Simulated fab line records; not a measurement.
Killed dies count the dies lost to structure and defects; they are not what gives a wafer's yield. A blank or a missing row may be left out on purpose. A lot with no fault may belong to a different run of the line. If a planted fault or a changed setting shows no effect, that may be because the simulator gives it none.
Commonality check across tools ; flow nand-harc ; 14 lots and 42 wafers in the sample

## REASON FOR OPENING
At NHARC_A_BLC_CD_MEAS_10 the reading cd-nm is flagged on 2 of 14 lots. No-fault wafers: 100.0 nm, standard deviation 0.64.
Rule: a lot is flagged when every wafer of it that has a number lies more than 4 standard deviations from that mean, or none has a number. The rest of the lots are taken to be sound.

lot;measured;on;cd-nm (nm), wafer by wafer;flag
L951;day 22 21:01;cd-sem-01;99.5 100.5 100.3;
L949;day 22 22:04;cd-sem-02;99.3 100.0 99.5;
L950;day 23 00:07;cd-sem-03;99.8 99.5 99.5;
L952;day 24 07:38;cd-sem-03;100.3 100.1 100.3;
L954;day 24 10:29;cd-sem-01;45.8 44.9 45.3;FLAGGED
L953;day 24 12:36;cd-sem-01;45.4 46.1 45.1;FLAGGED
L959;day 26 12:20;cd-sem-03;101.2 99.5 99.6;
L960;day 27 01:10;cd-sem-01;101.1 100.5 100.1;
L961;day 27 02:53;cd-sem-03;99.7 98.9 100.6;
L963;day 28 03:43;cd-sem-01;100.6 99.9 100.0;
L964;day 28 05:35;cd-sem-02;99.7 100.7 100.0;
L965;day 30 02:58;cd-sem-01;99.7 100.2 98.9;
L970;day 31 21:37;cd-sem-01;99.9 100.7 99.8;
L971;day 32 03:21;cd-sem-02;100.0 99.4 100.0;
On average the flagged lots' numbers are 45.4 nm, which is -54.6 nm against the usual, or -85 standard deviations.

## WHICH TOOL EACH LOT WENT THROUGH
3 process steps preceding the reading are held in the record, out of 1302 steps in the route. Read each cell as the tool, then ch plus the chambers that the sampled wafers visited, then the start.
lot;flag;NHARC_A_CONTACT_ETCH_138;NHARC_A_CONTACT_ETCH_92;NHARC_A_BLC_PEB_08
L951;;har-cap-etch-02 ch 0, day 22 17:05;rie-diel-08 ch 1,3, day 22 17:52;litho-track-01 ch 0, day 22 20:56
L949;;har-cap-etch-03 ch 0,1, day 22 18:12;rie-diel-08 ch 0,1,3, day 22 19:02;litho-track-01 ch 0, day 22 21:59
L950;;har-cap-etch-01 ch 0,1, day 22 20:11;rie-diel-08 ch 0,1,3, day 22 21:01;litho-track-06 ch 0, day 23 00:02
L952;;har-cap-etch-02 ch 0,1, day 24 03:39;rie-diel-13 ch 0,2,3, day 24 04:29;litho-track-01 ch 0, day 24 07:34
L954;FLAGGED;har-cap-etch-01 ch 0,1, day 24 06:42;rie-diel-13 ch 2,3, day 24 07:27;litho-track-01 ch 0, day 24 10:24
L953;FLAGGED;har-cap-etch-02 ch 0,1, day 24 08:40;rie-diel-08 ch 2,3, day 24 09:28;litho-track-01 ch 0, day 24 12:31
L959;;har-cap-etch-01 ch 0,1, day 26 08:21;rie-diel-08 ch 0,1,2, day 26 09:13;litho-track-06 ch 0, day 26 12:16
L960;;har-cap-etch-01 ch 0,1, day 26 21:15;rie-diel-08 ch 0,3, day 26 22:00;litho-track-06 ch 0, day 27 01:05
L961;;har-cap-etch-03 ch 0,1, day 26 22:53;rie-diel-13 ch 0,2,3, day 26 23:43;litho-track-06 ch 0, day 27 02:48
L963;;har-cap-etch-02 ch 0,1, day 27 23:52;rie-diel-08 ch 0,3, day 28 00:34;litho-track-04 ch 0, day 28 03:38
L964;;har-cap-etch-01 ch 0,1, day 28 01:40;rie-diel-08 ch 0,1, day 28 02:25;litho-track-04 ch 0, day 28 05:31
L965;;har-cap-etch-02 ch 0,1, day 29 22:16;rie-diel-08 ch 0,3, day 29 23:01;litho-track-04 ch 0, day 30 02:53
L970;;har-cap-etch-03 ch 0,1, day 31 17:41;rie-diel-09 ch 1,2, day 31 18:29;litho-track-04 ch 0, day 31 21:32
L971;;har-cap-etch-02 ch 0,1, day 31 23:20;rie-diel-08 ch 1,2,3, day 32 00:11;litho-track-04 ch 0, day 32 03:16
What the steps here do:
- NHARC_A_CONTACT_ETCH_138: etches the open film in C4F8/O2/Ar, time 311 s, target depth 1914 nm.
- NHARC_A_CONTACT_ETCH_92: etches the open film in CH3F/O2, target depth 40 nm, time 85.7 s.
- NHARC_A_BLC_PEB_08: peb time 65 s.
- NHARC_A_BLC_CD_MEAS_10: target cd 100 nm.

## FLAGGED AGAINST TOTAL, ONE TOOL AT A TIME (gauges that did the reading follow at the end)
step;tool;lots run;flagged;share of the flagged lots;sound lots run after its first flagged lot
NHARC_A_CONTACT_ETCH_138;har-cap-etch-01;5;1;some;3 (L959,L960,L964)
NHARC_A_CONTACT_ETCH_138;har-cap-etch-02;6;1;some;3 (L963,L965,L971)
NHARC_A_CONTACT_ETCH_138;har-cap-etch-03;3;0;none;-
NHARC_A_CONTACT_ETCH_92;rie-diel-08;10;1;some;6 (L959,L960,L963,L964,L965,L971)
NHARC_A_CONTACT_ETCH_92;rie-diel-09;1;0;none;-
NHARC_A_CONTACT_ETCH_92;rie-diel-13;3;1;some;1 (L961)
NHARC_A_BLC_PEB_08;litho-track-01;5;2;all;0
NHARC_A_BLC_PEB_08;litho-track-04;5;0;none;-
NHARC_A_BLC_PEB_08;litho-track-06;4;0;none;-
NHARC_A_BLC_CD_MEAS_10;cd-sem-01;7;2;all;4 (L960,L963,L965,L970)
NHARC_A_BLC_CD_MEAS_10;cd-sem-02;3;0;none;-
NHARC_A_BLC_CD_MEAS_10;cd-sem-03;4;0;none;-

## WHAT THE TABLE ALLOWS
Rows of the table that ran all the flagged lots, 2 in number: litho-track-01 at NHARC_A_BLC_PEB_08; cd-sem-01 at NHARC_A_BLC_CD_MEAS_10.
- litho-track-01 at NHARC_A_BLC_PEB_08 ran 5 lots, 2 of them flagged. It ran its last sound lot, L952, at day 24 07:34 and its first flagged lot, L954, at day 24 10:24: a fault with its onset between the two fits. Its own readings (heater-power-total-W, plate-temp-C) fall more than 4 standard deviations out on all wafers of the flagged lots.
- cd-sem-01 at NHARC_A_BLC_CD_MEAS_10 ran 7 lots, 2 of them flagged. Sound lots ran on it after the first flagged one (L960, L963, L965, L970), which a lasting fault on the whole tool wouldn't allow.
Left over: one tool, litho-track-01 at NHARC_A_BLC_PEB_08.

## WHAT WAS PUT IN BY THE SIMULATOR
Drift in process parameters on litho-track-01 at NHARC_A_BLC_PEB_08, starting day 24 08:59. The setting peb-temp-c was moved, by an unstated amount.
Shown lots that were struck: L954, L953. The rule above found the same.
